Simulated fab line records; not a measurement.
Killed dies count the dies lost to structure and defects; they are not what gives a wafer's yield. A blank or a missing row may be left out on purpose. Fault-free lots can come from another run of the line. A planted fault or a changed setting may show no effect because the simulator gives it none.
Matching of chambers | flow nandHarc | NHARC_A_BLC_CMP_25 on cmp-03: 4 sister chambers
The step polishes, t overpolish 30 s, target thk 150 nm. 4 wafers are shown with their chamber, then 8 later ones without.

== WAFERS, EACH WITH ITS CHAMBER ==
wafer  | chamber | motorCurrentA (A)
L082.2 | 1       | 13.3
L089.2 | 0       | 11.2
L089.5 | 2       | 10.6
L091.1 | 3       | 15.3

== WAFERS MISSING THEIR CHAMBER ==
wafer  | motorCurrentA (A)
L091.3 | 13.8
L091.5 | 11.3
L092.1 | 13.5
L092.3 | 11.2
L092.5 | 10.9
L095.4 | 11.0
L095.5 | 11.1
L095.6 | 14.4

== WHICH CHAMBER EACH WENT THROUGH ==
wafer  | from the rows above     | in truth
L091.3 | 1                       | 1
L091.5 | can't be placed: 0 or 2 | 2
L092.1 | 1                       | 1
L092.3 | can't be placed: 0 or 2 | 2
L092.5 | can't be placed: 0 or 2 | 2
L095.4 | can't be placed: 0 or 2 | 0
L095.5 | can't be placed: 0 or 2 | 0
L095.6 | can't be placed: 3 or 1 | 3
Placed correctly: 2 of 8. Can't be placed from these rows: 6 (the true chamber is among the candidates in 6). Placed wrongly: 0.
How it was worked out, from the rows above alone: a wafer's distance from a chamber is the root of the sum, over the readings, of the square of ((its reading less the chamber's mean) divided by the reading's scatter). If the next closest chamber is less than 2 further off than the closest, the wafer can't be placed; otherwise it belongs to the closest. A chamber's mean is the mean of its shown wafers. The scatter: root of mean squared gap, hidden wafer to nearest shown wafer, with one shown wafer a chamber.
